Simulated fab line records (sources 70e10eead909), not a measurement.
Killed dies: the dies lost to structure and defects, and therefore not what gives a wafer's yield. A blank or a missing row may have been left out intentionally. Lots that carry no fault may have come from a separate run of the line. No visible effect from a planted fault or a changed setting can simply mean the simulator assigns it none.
fab line records    flow nandHarc
record: lots: 6  wafers: 18  lastDay: 25
route steps=1159 shown A_CONTACT@936 A_BLC@964 END@1159
lots with no fault: from the same line, run without faults
startH: start of the lot's first displayed wafer, in hours after the record's first day    waitH: hours from the lot's prior step to this one    " unchanged from the row above    L1.1+2: a single row standing in for several wafers    - value missing, or start not given    * or withheld: withheld    < > ~ a bound
route shown NAME@n: NAME is a module with steps in the file, n the number in the route of the first one    usual: mean and standard deviation over wafers with no fault    same: alike in all rows    chamber/n: place in a boat    sites: each site's reading    _std_site: their standard deviation    _edge_site: mean of outer sites minus mean of inner sites    radiusMm: how far each site lies from the wafer's centre    mask NAME#n: copy n    behind: the tool/chamber that last shaped the wafer    hold: why the lot was held/for how many hours/how that ended    device: transistor that didn't switch, given as n, p or np    end of line: tests run on the same wafers once the route is complete    where a step has no rows: the recipe by itself    killed: dies lost to structure and defects at the first sort, not the wafer's yield    map: shows each die of a wafer: x if killed, . if not, _ if none is there
set.NAME: the setting the step ran with; set.NAME@STEP: the setting that earlier step ran with    model.NAME: the simulator's own value behind a step, which no gauge read
certain route steps with their lots: each step a table, each wafer a row
services: a tool's chamber out of use, with start hour (startH, from the record's first day; less than 0 if before it), hours out, and reason
== steps ==
step: NHARC_A_CONTACT_OVL_MEAS_09
usual: overlayXNm: -0.3/1  overlayYNm: -0.1/0.73
lot.wafer  tool        chamber  startH  waitH  overlayXNm  overlayYNm
L763.2     overlay-02  -        402.73  -      0.8         -0.2
L763.5     "           -        "       "      0.1         -0.5
L763.6     "           -        "       "      0.5         -0.6
L768.2     overlay-01  -        410.86  -      0.4         0.7
L768.4     "           -        "       "      0.9         0.1
L768.6     "           -        "       "      0.9         0.4
L771.1     overlay-02  -        449.30  -      -0.1        -0.9
L771.3     "           -        "       "      0.6         0.1
L771.4     "           -        "       "      0.4         -0.1
L782.2     overlay-01  -        499.30  -      1.2         0.0
L782.4     "           -        "       "      1.4         -1.0
L782.6     "           -        "       "      0.7         -1.0
L785.1     overlay-02  -        512.68  -      -0.5        -0.4
L785.2     "           -        "       "      0.2         0.2
L785.3     "           -        "       "      -0.2        -0.3
L786.1     overlay-02  -        526.15  -      0.3         0.4
L786.3     "           -        "       "      0.7         0.0
L786.4     "           -        "       "      0.1         0.6
step: NHARC_A_CONTACT_INSPECT_10
usual: rawDefectCount: 29/14
lot.wafer  tool              chamber  startH  waitH  rawDefectCount
L763.2     defectInspect-01  -        402.77  0.0    6
L763.5     "                 -        "       "      7
L763.6     "                 -        "       "      10
L768.2     defectInspect-01  -        410.90  0.0    10
L768.4     "                 -        "       "      9
L768.6     "                 -        "       "      10
L771.1     defectInspect-01  -        449.33  0.0    23
L771.3     "                 -        "       "      45
L771.4     "                 -        "       "      42
L782.2     defectInspect-01  -        499.34  0.0    45
L782.4     "                 -        "       "      55
L782.6     "                 -        "       "      48
L785.1     defectInspect-02  -        512.72  0.0    44
L785.2     "                 -        "       "      36
L785.3     "                 -        "       "      35
L786.1     defectInspect-01  -        526.18  0.0    37
L786.3     "                 -        "       "      47
L786.4     "                 -        "       "      37
step: NHARC_A_CONTACT_DESCUM_13
recipe: timeS: 3  o2FlowSccm: 200  arFlowSccm: 0  biasPowerW: 0  chemistry: O2
usual: drypumpMotorCurrentA: 5.8/0.45  oesProductAu: 1.002/0.011  rfVppV: 57.7/0.87  showerheadPlenumPTorr: 1.91/0.067  throttleValvePct: 11.312/0.0076
lot.wafer  tool        chamber  startH  waitH  drypumpMotorCurrentA  oesProductAu  rfHoursCounterH  rfVppV  showerheadPlenumPTorr  throttleValvePct
L763.2     rieDiel-06  0        402.85  0.1    6.2                   0.995         62               59.8    1.94                   11.308
L763.6     "           3        "       "      6.1                   1.003         -                58.0    1.94                   11.321
L763.5     "           0        "       "      6.2                   0.985         -                59.4    1.94                   11.312
L768.4     rieDiel-03  0        410.97  0.1    6.5                   0.990         2                56.9    1.87                   11.311
L768.2     "           1        "       "      5.7                   1.003         2                56.7    1.81                   11.309
L768.6     "           3        "       "      5.8                   1.010         -                58.0    1.93                   11.315
L771.3     rieDiel-10  0        449.39  0.1    5.5                   1.020         37               58.5    1.95                   11.310
L771.1     "           2        "       "      6.2                   0.986         26               56.8    1.94                   11.313
L771.4     "           2        "       "      6.3                   0.993         -                58.8    1.94                   11.314
L782.4     rieDiel-03  2        499.40  0.1    5.6                   1.005         17               59.8    2.03                   11.305
L782.2     "           3        "       "      5.8                   1.011         15               59.0    1.92                   11.309
L782.6     "           3        "       "      5.8                   1.004         -                58.4    1.92                   11.314
L785.1     rieDiel-10  2        512.78  0.1    6.2                   1.011         51               57.2    1.93                   11.313
L785.2     "           3        "       "      5.2                   1.000         57               57.9    1.81                   11.319
L785.3     "           1        "       "      6.7                   1.019         34               56.8    1.84                   11.304
L786.1     rieDiel-03  3        526.38  0.2    5.8                   0.994         22               57.7    1.92                   11.312
L786.4     "           0        "       "      6.5                   0.997         21               56.6    1.87                   11.314
L786.3     "           1        "       "      5.6                   0.996         23               59.0    1.81                   11.308
step: NHARC_A_CONTACT_ETCH_88
recipe: targetDepthA: 390  overEtchFrac: 0.3  timeS: 65  ionEnergyEv: 80  cf4FlowSccm: 150  arFlowSccm: 0  rfW: 300  biasW: 100  chemistry: CF4
step: NHARC_A_CONTACT_ETCH_89
recipe: targetDepthA: 2600  overEtchFrac: 0.3  timeS: 475.3  ionEnergyEv: 200  n2FlowSccm: 150  h2FlowSccm: 150  arFlowSccm: 0  rfW: 400  biasW: 150  chemistry: N2/H2
step: NHARC_A_CONTACT_ETCH_30
recipe: targetDepthA: 605  timeS: 30.2  cf4FlowSccm: 100  chf3FlowSccm: 30  arFlowSccm: 0  rfW: 500  biasW: 200  chemistry: CF4/CHF3
usual: cf4FlowSccm: 100.0/0.32  drypumpMotorCurrentA: 5.8/0.45  oesProductAu: 0.930/0.015  rfVppV: 370.3/2  showerheadPlenumPTorr: 1.57/0.053  throttleValvePct: 16.802/0.0096
lot.wafer  tool        chamber  startH  waitH  cf4FlowSccm  drypumpMotorCurrentA  oesProductAu  rfHoursCounterH  rfVppV  showerheadPlenumPTorr  throttleValvePct
L763.2     rieDiel-06  0        -       -      100.5        6.2                   0.922         62               370.2   1.59                   16.804
L763.6     "           3        "       "      100.1        6.1                   0.933         -                370.7   1.59                   16.805
L763.5     "           0        "       "      100.3        6.2                   0.923         -                370.0   1.59                   16.801
L768.2     rieDiel-03  2        -       -      99.7         5.6                   0.942         2                372.6   1.67                   16.813
L768.4     "           3        "       "      100.5        5.7                   0.928         1                369.4   1.58                   16.808
L768.6     "           3        "       "      100.1        5.8                   0.927         -                371.0   1.58                   16.797
L771.1     rieDiel-10  2        -       -      100.1        6.2                   0.930         27               370.6   1.59                   16.810
L771.3     "           3        "       "      100.1        5.2                   0.924         34               368.3   1.50                   16.802
L771.4     "           2        "       "      100.7        6.2                   0.934         -                373.0   1.59                   16.800
L782.2     rieDiel-03  2        -       -      100.5        5.6                   0.930         17               373.3   1.67                   16.792
L782.4     "           3        "       "      100.0        5.8                   0.932         15               371.0   1.58                   16.811
L782.6     "           1        "       "      100.4        5.7                   0.930         -                368.7   1.49                   16.798
L785.1     rieDiel-10  1        -       -      100.2        6.7                   0.921         38               369.1   1.51                   16.815
L785.2     "           2        "       "      99.9         6.2                   0.921         54               369.5   1.59                   16.798
L785.3     "           0        "       "      100.0        5.5                   0.929         65               371.6   1.60                   16.793
L786.1     rieDiel-03  1        -       -      99.9         5.7                   0.913         23               366.2   1.49                   16.813
L786.4     "           2        "       "      100.1        5.6                   0.917         24               374.2   1.66                   16.786
L786.3     "           3        "       "      100.3        5.7                   0.914         22               369.5   1.58                   16.800
step: NHARC_A_CONTACT_ETCH_31
recipe: targetDepthA: 20000  overEtchFrac: 0.3  timeS: 520  ionEnergyEv: 150  o2FlowSccm: 400  cosFlowSccm: 20  arFlowSccm: 0  rfW: 500  biasW: 300  chemistry: O2/COS
step: NHARC_A_CONTACT_ETCH_134
recipe: sourceW: withheld  pressureMtorr: 20  biasV: withheld  timeS: 140  targetDepthA: 7000  arFlowSccm: withheld  c4f8FlowSccm: withheld  o2FlowSccm: withheld  chemistry: C4F8/O2/Ar
step: NHARC_A_CONTACT_ETCH_135
recipe: sourceW: withheld  pressureMtorr: 20  biasV: 3000  timeS: 132  targetDepthA: 12870  arFlowSccm: withheld  c4f8FlowSccm: withheld  o2FlowSccm: withheld  chemistry: C4F8/O2/Ar
step: NHARC_A_CONTACT_ETCH_136
recipe: sourceW: withheld  pressureMtorr: 20  biasV: 3000  timeS: 132  targetDepthA: 12870  arFlowSccm: withheld  c4f8FlowSccm: withheld  o2FlowSccm: withheld  chemistry: C4F8/O2/Ar
step: NHARC_A_CONTACT_ETCH_137
recipe: sourceW: withheld  pressureMtorr: 20  biasV: 3000  timeS: 132  targetDepthA: 12870  arFlowSccm: withheld  c4f8FlowSccm: withheld  o2FlowSccm: withheld  chemistry: C4F8/O2/Ar
lot.wafer  tool           chamber  startH  waitH  rfHoursCounterH
L763.2     harCapEtch-02  0        404.79  0.1    14
L763.6     "              1        "       "      -
L763.5     "              0        "       "      -
L768.2     harCapEtch-03  1        412.40  0.1    92
L768.4     "              1        "       "      -
L768.6     "              1        "       "      -
L771.1     harCapEtch-01  0        452.07  0.1    69
L771.4     "              0        "       "      -
L771.3     "              1        "       "      -
L782.2     harCapEtch-02  1        500.89  0.1    31
L782.4     "              1        "       "      -
L782.6     "              1        "       "      -
L785.2     harCapEtch-02  0        516.99  0.1    34
L785.1     "              1        "       "      34
L785.3     "              0        "       "      -
L786.1     harCapEtch-03  1        527.95  0.1    112
L786.3     "              0        "       "      -
L786.4     "              1        "       "      -
step: NHARC_A_CONTACT_ETCH_138
recipe: sourceW: withheld  pressureMtorr: 20  biasV: 3000  timeS: 132  targetDepthA: 12890  arFlowSccm: withheld  c4f8FlowSccm: withheld  o2FlowSccm: withheld  chemistry: C4F8/O2/Ar
step: NHARC_A_CONTACT_ETCH_139
recipe: sourceW: withheld  pressureMtorr: 20  biasV: 400  timeS: 137  targetDepthA: 5900  arFlowSccm: withheld  c4f8FlowSccm: 11.5  o2FlowSccm: 7.2  chemistry: C4F8/O2/Ar
lot.wafer  tool           chamber  startH  waitH  rfHoursCounterH
L763.2     harCapEtch-02  0        405.05  0.1    15
L763.6     "              1        "       "      -
L763.5     "              0        "       "      -
L768.2     harCapEtch-03  1        412.64  0.1    92
L768.4     "              1        "       "      -
L768.6     "              1        "       "      -
L771.1     harCapEtch-01  0        452.31  0.1    69
L771.4     "              0        "       "      -
L771.3     "              1        "       "      -
L782.2     harCapEtch-02  1        501.15  0.1    31
L782.4     "              1        "       "      -
L782.6     "              1        "       "      -
L785.2     harCapEtch-02  0        517.23  0.1    34
L785.1     "              1        "       "      34
L785.3     "              0        "       "      -
L786.1     harCapEtch-03  1        528.21  0.1    113
L786.3     "              0        "       "      -
L786.4     "              1        "       "      -
step: NHARC_A_CONTACT_ETCH_92
recipe: targetDepthA: 400  overEtchFrac: 0.5  timeS: 85.7  ionEnergyEv: 120  ch3fFlowSccm: 50  o2FlowSccm: 30  arFlowSccm: 200  rfW: 500  biasW: 100  chemistry: CH3F/O2
step: NHARC_A_CONTACT_ETCH_98
recipe: targetDepthA: 200  overEtchFrac: 0.5  timeS: 10  ionEnergyEv: 250  c4f6FlowSccm: 25  o2FlowSccm: 20  arFlowSccm: 500  rfW: 600  biasW: 500  chemistry: C4F6/O2
step: NHARC_A_CONTACT_CD_MEAS_15
usual: cdNm: 90.0/0.52
lot.wafer  tool      chamber  startH  waitH  cdNm
L763.2     cdSem-02  -        405.67  -      90.0
L763.5     "         -        "       "      90.7
L763.6     "         -        "       "      90.6
L768.2     cdSem-01  -        413.29  -      90.1
L768.4     "         -        "       "      89.6
L768.6     "         -        "       "      89.2
L771.1     cdSem-01  -        452.93  -      90.0
L771.3     "         -        "       "      90.3
L771.4     "         -        "       "      90.8
L782.2     cdSem-02  -        501.75  -      89.1
L782.4     "         -        "       "      89.8
L782.6     "         -        "       "      89.2
L785.1     cdSem-01  -        518.21  -      90.0
L785.2     "         -        "       "      90.8
L785.3     "         -        "       "      90.0
L786.1     cdSem-03  -        528.80  -      90.2
L786.3     "         -        "       "      90.0
L786.4     "         -        "       "      89.9
step: NHARC_A_CONTACT_STRIP_107
recipe: n2FlowSccm: 150  h2FlowSccm: 150  arFlowSccm: 0  biasW: 0  chemistry: N2/H2
step: NHARC_A_CONTACT_STRIP_108
recipe: cf4FlowSccm: 100  chf3FlowSccm: 30  arFlowSccm: 0  biasW: 0  chemistry: CF4/CHF3
step: NHARC_A_CONTACT_STRIP_109
recipe: o2FlowSccm: 400  cosFlowSccm: 20  arFlowSccm: 0  biasW: 0  chemistry: O2/COS
step: NHARC_A_CONTACT_ETCH_110
recipe: targetDepthA: 500  overetchA: 50  timeS: 27.5  ionEnergyEv: 100  cf4FlowSccm: 80  o2FlowSccm: 20  arFlowSccm: 0  rfW: 300  biasW: 100  chemistry: CF4/O2
usual: cf4FlowSccm: 79.97/0.25  drypumpMotorCurrentA: 5.9/0.38  oesProductAu: 1.000/0.0081  rfVppV: 197.7/1.2  showerheadPlenumPTorr: 1.33/0.049  throttleValvePct: 13.398/0.0083
lot.wafer  tool        chamber  startH  waitH  cf4FlowSccm  drypumpMotorCurrentA  oesProductAu  rfHoursCounterH  rfVppV  showerheadPlenumPTorr  throttleValvePct
L763.2     rieDiel-03  3        405.97  0.1    80.10        5.7                   0.996         0                199.3   1.34                   13.405
L763.6     "           2        "       "      80.10        5.6                   1.000         -                199.3   1.42                   13.384
L763.5     "           3        "       "      79.83        5.7                   0.995         -                198.2   1.34                   13.397
L768.4     rieDiel-06  1        413.58  0.1    79.91        5.7                   1.004         60               197.4   1.32                   13.397
L768.2     "           3        "       "      80.42        6.1                   1.005         65               198.9   1.35                   13.398
L768.6     "           1        "       "      79.98        5.8                   1.005         -                197.6   1.32                   13.387
L771.4     rieDiel-03  0        453.22  0.1    80.20        6.4                   0.997         7                197.4   1.31                   13.404
L771.1     "           1        "       "      79.98        5.7                   0.994         9                195.8   1.26                   13.402
L771.3     "           2        "       "      79.95        5.6                   1.003         9                198.8   1.42                   13.406
L782.2     rieDiel-03  2        502.08  0.1    80.04        5.6                   1.011         17               199.4   1.42                   13.397
L782.4     "           0        "       "      79.86        6.4                   0.997         16               196.8   1.30                   13.390
L782.6     "           2        "       "      79.85        5.6                   1.000         -                200.0   1.42                   13.404
L785.2     rieDiel-03  3        518.51  0.1    79.85        5.8                   0.991         21               196.5   1.34                   13.387
L785.1     "           1        "       "      80.11        5.7                   1.002         22               196.3   1.26                   13.396
L785.3     "           2        "       "      79.80        5.6                   1.015         22               198.9   1.41                   13.404
L786.3     rieDiel-10  2        529.14  0.1    80.16        6.2                   0.996         61               198.5   1.35                   13.390
L786.4     "           3        "       "      80.08        5.2                   1.001         65               197.3   1.26                   13.401
L786.1     "           1        "       "      79.77        6.7                   1.012         45               196.1   1.28                   13.395
step: NHARC_A_CONTACT_STRIP_26
recipe: o2FlowSccm: 500  arFlowSccm: 0  biasW: 0  chemistry: O2
step: NHARC_A_CONTACT_STRIP_27
recipe: timeS: 600  tempC: 30  chemistry: postEtchResidueRemover
step: NHARC_A_CONTACT_ALD_18
recipe: targetThkA: 30  pulseTimeS: 1  aldCycles: 150  tempC: 450  material: TiN
step: NHARC_A_CONTACT_CVD_19
recipe: targetThkA: 3000  tempC: 300  pressureTorr: 40  wf6FlowSccm: 40  h2FlowSccm: 1600  arFlowSccm: 1560  timeS: 802  material: W
usual: heaterPowerW: 460/41  susceptorTempC: 300.02/0.18  throttleValvePct: 8.04/0.24
lot.wafer  tool     chamber  startH  waitH  heaterPowerW  susceptorTempC  throttleValvePct
L763.2     cvdW-02  1        -       -      522           299.81          7.74
L763.5     "        0        "       "      441           300.02          8.12
L763.6     "        1        "       "      518           299.79          7.85
L768.2     cvdW-02  0        -       -      455           300.07          7.93
L768.4     "        1        "       "      510           300.17          7.81
L768.6     "        0        "       "      450           300.11          8.20
L771.1     cvdW-02  0        -       -      458           299.95          8.29
L771.3     "        0        "       "      445           300.37          8.01
L771.4     "        1        "       "      528           300.23          7.84
L782.2     cvdW-02  0        -       -      452           299.95          8.25
L782.4     "        0        "       "      450           299.91          8.21
L782.6     "        1        "       "      514           300.08          7.81
L785.2     cvdW-01  0        -       -      445           299.81          7.88
L785.1     "        1        "       "      427           299.83          7.74
L785.3     "        1        "       "      402           300.18          7.61
L786.1     cvdW-02  0        -       -      454           300.16          7.97
L786.3     "        0        "       "      450           300.18          8.26
L786.4     "        1        "       "      514           300.02          8.13
step: NHARC_A_CONTACT_CMP_20
recipe: tOverpolishS: 30  targetThkNm: 300
step: NHARC_A_CONTACT_SRD_22
step: NHARC_A_BLC_DEHYDRATE_00
recipe: tempC: 150  timeS: 120
step: NHARC_A_BLC_HMDS_01
recipe: timeS: 30
step: NHARC_A_BLC_COAT_02
recipe: tempC: 260  timeS: 75
step: NHARC_A_BLC_COAT_03
recipe: tempC: 225  timeS: 65
step: NHARC_A_BLC_COAT_04
recipe: spinRpm: 1500  resistThkNm: 90
step: NHARC_A_BLC_SOFTBAKE_05
recipe: tempC: 105  timeS: 55
step: NHARC_A_BLC_EBR_06
step: NHARC_A_BLC_EXPOSE_07
recipe: na: 1.35  targetCdNm: 100  doseMj: 67.97  maskId: A_BLC
step: NHARC_A_BLC_PEB_08
recipe: pebTempC: 100  pebTimeS: 65
step: NHARC_A_BLC_DEVELOP_09
recipe: developTimeS: 35  devTempC: 23
step: NHARC_A_BLC_CD_MEAS_10
recipe: targetCdNm: 100  landingEnergyEv: 500
usual: cdNm: 100.0/0.51
lot.wafer  tool      chamber  startH  waitH  cdNm
L763.2     cdSem-03  0        408.49  -      100.2
L763.5     "         0        "       "      99.4
L763.6     "         0        "       "      100.5
L768.2     cdSem-03  0        416.22  -      99.8
L768.4     "         0        "       "      99.4
L768.6     "         0        "       "      100.3
L771.1     cdSem-02  0        455.87  -      99.2
L771.3     "         0        "       "      100.5
L771.4     "         0        "       "      100.8
L782.2     cdSem-02  0        506.36  -      99.8
L782.4     "         0        "       "      99.8
L782.6     "         0        "       "      98.9
L785.1     cdSem-03  0        521.04  -      100.7
L785.2     "         0        "       "      99.8
L785.3     "         0        "       "      100.9
L786.1     cdSem-02  0        531.96  -      100.1
L786.3     "         0        "       "      101.0
L786.4     "         0        "       "      100.0
step: NHARC_A_BLC_OVL_MEAS_11
usual: overlayXNm: -0.3/0.86  overlayYNm: 0.0/0.89
lot.wafer  tool        chamber  startH  waitH  overlayXNm  overlayYNm
L763.2     overlay-01  -        408.57  -      -0.8        -0.6
L763.5     "           -        "       "      -0.2        -0.2
L763.6     "           -        "       "      -0.6        -0.1
L768.2     overlay-02  -        416.31  -      0.5         0.6
L768.4     "           -        "       "      0.3         1.4
L768.6     "           -        "       "      -0.1        1.2
L771.1     overlay-02  -        455.96  -      -0.9        -1.2
L771.3     "           -        "       "      -1.5        -1.7
L771.4     "           -        "       "      -1.6        -1.3
L782.2     overlay-01  -        506.44  -      -0.8        1.2
L782.4     "           -        "       "      -2.0        1.2
L782.6     "           -        "       "      -1.7        1.3
L785.1     overlay-01  -        521.13  -      0.0         0.7
L785.2     "           -        "       "      0.5         0.6
L785.3     "           -        "       "      -0.1        0.8
L786.1     overlay-01  -        532.05  -      1.2         -1.1
L786.3     "           -        "       "      1.4         -0.1
L786.4     "           -        "       "      1.1         -0.1
step: NHARC_A_BLC_DESCUM_15
recipe: timeS: 3  o2FlowSccm: 200  arFlowSccm: 0  biasPowerW: 0  chemistry: O2
step: NHARC_END_SORT_01
recipe: tempC: 25
usual: killedAtArray: 29/11  killedAtOther: 0.5/0.8  killedAtPeriphery: 3.5/2.8  killedDies: 33/12  killedOpen: 3.1/1.8  killedShort: 1.8/1.4
same: grossDies: 677
lot.wafer  tool       chamber  startH  waitH  killedAtArray  killedAtOther  killedAtPeriphery  killedDies  killedOpen  killedShort
L768.2     prober-02  0        485.26  2.8    17             0              4                  21          3           5
L768.4     prober-02  0        486.86  3.4    11             0              4                  15          4           0
L768.6     prober-02  0        488.46  4.0    13             2              2                  17          1           1
L782.2     prober-02  0        558.98  2.8    100            0              0                  100         4           2
L782.4     prober-02  0        560.56  3.3    98             1              0                  99          1           1
L782.6     prober-02  0        562.13  3.9    102            0              3                  105         4           1
L785.1     prober-01  0        576.66  2.5    92             0              2                  94          3           2
L785.2     prober-01  0        577.47  2.8    108            0              3                  111         3           0
L785.3     prober-01  0        578.28  3.1    127            0              3                  130         1           0
killed by level:class
L768.2 A_CONTACT:chamberFilmFlake=4 A_CONTACT:geometricParticle:short=3 A_STAIRCASE:chamberFilmFlake=3 P_ZERO_WELL:chamberFilmFlake=2 A_ZERO_WELL:chamberFilmFlake=2 P_CONTACT:geometricParticle:short=1 P_M0:geometricParticle:open=1 A_ONON_D1:geometricParticle:open=1
L768.4 A_CONTACT:chamberFilmFlake=4 A_CHANNEL_HOLE_D1:chamberFilmFlake=3 A_CONTACT:geometricParticle:open=2 P_CONTACT:geometricParticle:open=1 P_M1:geometricParticle:open=1 P_ZERO_WELL:chamberFilmFlake=1 P_GATE:chamberFilmFlake=1 A_ZERO_WELL:chamberFilmFlake=1
L768.6 A_CHANNEL_HOLE_D1:chamberFilmFlake=5 A_CONTACT:chamberFilmFlake=3 P_GATE:chamberFilmFlake=2 THIN_TSV:chamberFilmFlake=2 A_CHANNEL_FILL_D1:geometricParticle:short=1 A_CONTACT:geometricParticle:open=1 A_ZERO_WELL:chamberFilmFlake=1 A_STAIRCASE:chamberFilmFlake=1
L782.2 A_CONTACT:unspecified=61 A_SLIT:chamberFilmFlake=16 A_CHANNEL_HOLE_D1:chamberFilmFlake=14 A_STAIRCASE:chamberFilmFlake=3 A_ONON_D1:geometricParticle:open=2 A_CHANNEL_HOLE_D1:geometricParticle:short=1 A_CHANNEL_FILL_D1:geometricParticle:open=1 A_SGD_CUT:geometricParticle:short=1
L782.4 A_CONTACT:unspecified=54 A_CHANNEL_HOLE_D1:chamberFilmFlake=20 A_SLIT:chamberFilmFlake=16 A_STAIRCASE:chamberFilmFlake=5 A_CHANNEL_FILL_D1:geometricParticle:open=1 A_CHANNEL_FILL_D1:geometricParticle:short=1 A_WL_FILL:chamberFilmFlake=1 THIN_TSV:chamberFilmFlake=1
L782.6 A_CONTACT:unspecified=57 A_CHANNEL_HOLE_D1:chamberFilmFlake=18 A_SLIT:chamberFilmFlake=18 P_STI:chamberFilmFlake=3 A_CHANNEL_FILL_D1:geometricParticle:open=2 A_STAIRCASE:chamberFilmFlake=2 A_CONTACT:chamberFilmFlake=2 A_ONON_D1:geometricParticle:short=1
L785.1 A_CONTACT:unspecified=53 A_SLIT:chamberFilmFlake=22 A_CHANNEL_HOLE_D1:chamberFilmFlake=7 A_STAIRCASE:chamberFilmFlake=3 A_CHANNEL_FILL_D1:geometricParticle:short=1 A_WL_FILL:geometricParticle:open=1 A_CONTACT:geometricParticle:short=1 A_CONTACT:geometricParticle:open=1
L785.2 A_CONTACT:unspecified=91 A_CHANNEL_HOLE_D1:chamberFilmFlake=7 A_SLIT:chamberFilmFlake=5 A_STAIRCASE:chamberFilmFlake=3 P_CONTACT:geometricParticle:open=1 P_M0:geometricParticle:open=1 A_M0:geometricParticle:open=1 P_ZERO_WELL:chamberFilmFlake=1
L785.3 A_CONTACT:unspecified=98 A_SLIT:chamberFilmFlake=17 A_CHANNEL_HOLE_D1:chamberFilmFlake=6 A_STAIRCASE:chamberFilmFlake=3 P_ZERO_WELL:chamberFilmFlake=2 A_M0:geometricParticle:open=1 P_STI:chamberFilmFlake=1 A_CONTACT:chamberFilmFlake=1
map L782.6 (x killed, . not)
____________.____________
_________......._________
_______..........._______
______.............______
_____x.............._____
____.................____
____.................____
___...................___
___...............x...___
__............x........__
__.....................__
_......................._
_.....................x._
_.................x....._
_..............x...x...._
_......................._
...............x.xxxx....
...x........x....xxxx..x.
....................x....
................x.xxx...x
..................x..x...
_.................x.xx.x_
_..................xxxxx_
_..................xxxxx_
_............x.....xxxxx_
_.........x.......xxxxxx_
__.......x.x.....xxxxxx__
__....x..x.......xxxxxx__
___..x....x.x....xxxxx___
___....x.xx.......xxxx___
____......x.....xxxxx____
____...xxx.......xxxx____
_____..x..xx......xx_____
______.............______
_______....xx....._______
_________......._________
____________.____________
map L785.3 (x killed, . not)
____________.____________
_________......x_________
_______..........._______
______.........x...______
_____..............._____
____.................____
____.................____
___..............x....___
___.........xx....x...___
__..........xx.x.......__
__.......x.xxxxx.......__
_........xxxxxxx........_
_........xxxxxxxxx......_
_.........xxxxxxx.x....._
_......x.xxxxxxxxx......_
_........xxxxxxxx......._
.........xxxxxxxx........
..........xxxxxxx........
..........xxxxxxxx.......
.x........xxxxxxx........
..........x.xxxxx........
_...........xx.x........_
_.x........xx.x........._
_...........x.x.x......._
_......................._
_.....x......x.........._
__........x............__
__....xxx..............__
___..x...x............___
___.....xxxxxx........___
____......x..........____
____...x.xx..........____
_____...xxxx........_____
______...xx........______
_______.x..x......_______
_________......._________
____________.____________
== services ==
tool           chamber  startH  hours  kind
cvdW-02        -        383.39  13.0   pm
rieDiel-03     -        392.30  9.0    pm
rieDiel-03     0        392.30  9.0    ventCycle
rieDiel-03     1        392.30  9.0    ventCycle
rieDiel-03     2        392.30  9.0    ventCycle
rieDiel-03     3        392.30  9.0    ventCycle
rieDiel-10     3        398.31  5.8    repair
rieDiel-10     1        399.69  8.5    repair
harCapEtch-02  -        401.11  1.1    repair
rieDiel-03     0        401.30  -      clean
rieDiel-03     1        401.30  -      clean
rieDiel-03     1        401.30  -      consumableReplace:focusRing
rieDiel-03     2        401.30  -      clean
rieDiel-03     3        401.30  -      clean
rieDiel-03     3        401.32  3.5    repair
rieDiel-06     -        418.74  9.0    pm
rieDiel-10     1        423.64  45.3   repair
rieDiel-03     0        425.80  -      clean
rieDiel-03     0        431.07  6.7    repair
rieDiel-10     0        436.05  3.7    repair
harCapEtch-02  -        465.26  1.0    repair
cvdW-01        -        475.41  13.0   pm
rieDiel-06     2        498.54  2.2    repair
rieDiel-06     2        510.94  10.1   repair
== key ==
firstSign: step: NHARC_END_SORT_01  reading: killedAtArray  direction: up  sigmas: 6.7  usual: 29  struck: 104
effect: step: NHARC_END_SORT_01  reading: killedDies  direction: up  sigmas: 6.1  usual: 33  struck: 106
moreKillsBornAt: NHARC_A_CONTACT_ETCH_139@harCapEtch-02: 414
metAt NHARC_A_CONTACT_ETCH_139
struckWafers L782.2,L782.4,L782.6,L785.1,L785.2,L785.3
testerLeftOut L782,L785
onsetBetween 405.05 501.15
alsoFits NHARC_A_CONTACT_ETCH_137:harCapEtch-02,NHARC_A_CONTACT_ETCH_110:rieDiel-03
fault: kind: chamberParticleSource  tool: harCapEtch-02  chamber: -  onsetH: 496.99  steps: NHARC_A_CONTACT_ETCH_139  ratePerVisitCm2: 1.2043  endH: 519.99
testerLeftOut: of these lots the tester's yield and bins aren't shown, on N5 and GAA mostly nor the transistor test; their killed dies are dies lost to structure and defects alone, not to doping, threshold or leakage, so they don't give the yield
